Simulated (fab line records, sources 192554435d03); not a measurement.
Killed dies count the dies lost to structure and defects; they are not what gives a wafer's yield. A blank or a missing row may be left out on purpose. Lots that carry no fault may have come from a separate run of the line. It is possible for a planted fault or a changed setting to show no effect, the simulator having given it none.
Matching of chambers | flow n5 finfet | N5_MOL_CONTACT_COAG_ALD_27 on ald sin-01 has 4 sister chambers
The step deposits SiOC, target thk 17 nm, pulse time 1.5 s, time 2720 s. 14 wafers are shown with their chamber, then 7 later ones without.

## EACH WAFER AND ITS CHAMBER
wafer  | chamber | heater power w (W) | susceptor temp C (C) | precursor pulse height rel
L074.2 | 0       | 910                | 400.05               | 0.991
L074.3 | 2       | 888                | 400.01               | 1.003
L074.4 | 1       | 950                | 399.80               | 1.012
L075.4 | 2       | 887                | 400.07               | 1.046
L075.5 | 2       | 892                | 400.09               | 1.008
L075.6 | 1       | 966                | 400.13               | 0.978
L080.2 | 2       | 876                | 400.00               | 0.967
L080.3 | 3       | 911                | 399.81               | 0.975
L080.6 | 1       | 935                | 400.04               | 0.994
L084.2 | 2       | 904                | 400.29               | 0.964
L084.3 | 1       | 940                | 399.94               | 0.981
L084.4 | 0       | 922                | 400.10               | 1.016
L088.2 | 2       | 905                | 400.32               | 1.003
L088.3 | 1       | 959                | 400.18               | 1.006

SIGNATURES, as means of the wafers listed above
reading                    | chamber 0 | chamber 1 | chamber 2 | chamber 3 | scatter within a chamber
heater power w             | 916.00    | 950.00    | 892.00    | 911.00    | 11.6
susceptor temp C           | 400.0750  | 400.0180  | 400.1300  | 399.8100  | 0.139
precursor pulse height rel | 1.00350   | 0.99420   | 0.99850   | 0.97500   | 0.024
Rule: for each reading, subtract the chamber's mean from the wafer's reading, divide by that reading's scatter and square the result; add these up over the readings and take the root, which gives the wafer's distance from the chamber. The wafer belongs to the nearest chamber; if the next one is less than 2 further off, it can't be placed. The scatter: take each reading less its chamber's mean, square it, sum over the shown wafers, divide by the number of wafers less the number of chambers, and take the root.

## WAFERS WHOSE CHAMBER IS MISSING
wafer  | heater power w (W) | susceptor temp C (C) | precursor pulse height rel
L088.5 | 917                | 400.27               | 1.014
L092.2 | 925                | 399.83               | 1.030
L092.5 | 919                | 399.83               | 0.988
L092.6 | 921                | 400.17               | 1.024
L093.1 | 955                | 399.97               | 0.997
L093.3 | 937                | 400.04               | 0.980
L093.6 | 932                | 400.09               | 1.022

## THE CHAMBER EACH PASSED THROUGH
wafer  | from the rows above               | in truth
L088.5 | can't be placed: 0 or 2           | 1
L092.2 | can't be placed: 0 or 3 or 1 or 2 | 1
L092.5 | can't be placed: 3 or 0           | 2
L092.6 | can't be placed: 0 or 2 or 1      | 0
L093.1 | 1                                 | 1
L093.3 | can't be placed: 1 or 0 or 3      | 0
L093.6 | can't be placed: 0 or 1 or 3      | 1
1 of 7 placed correctly. Unplaceable from these rows: 6, with the true chamber sitting among the candidates in 4. 0 placed wrongly.
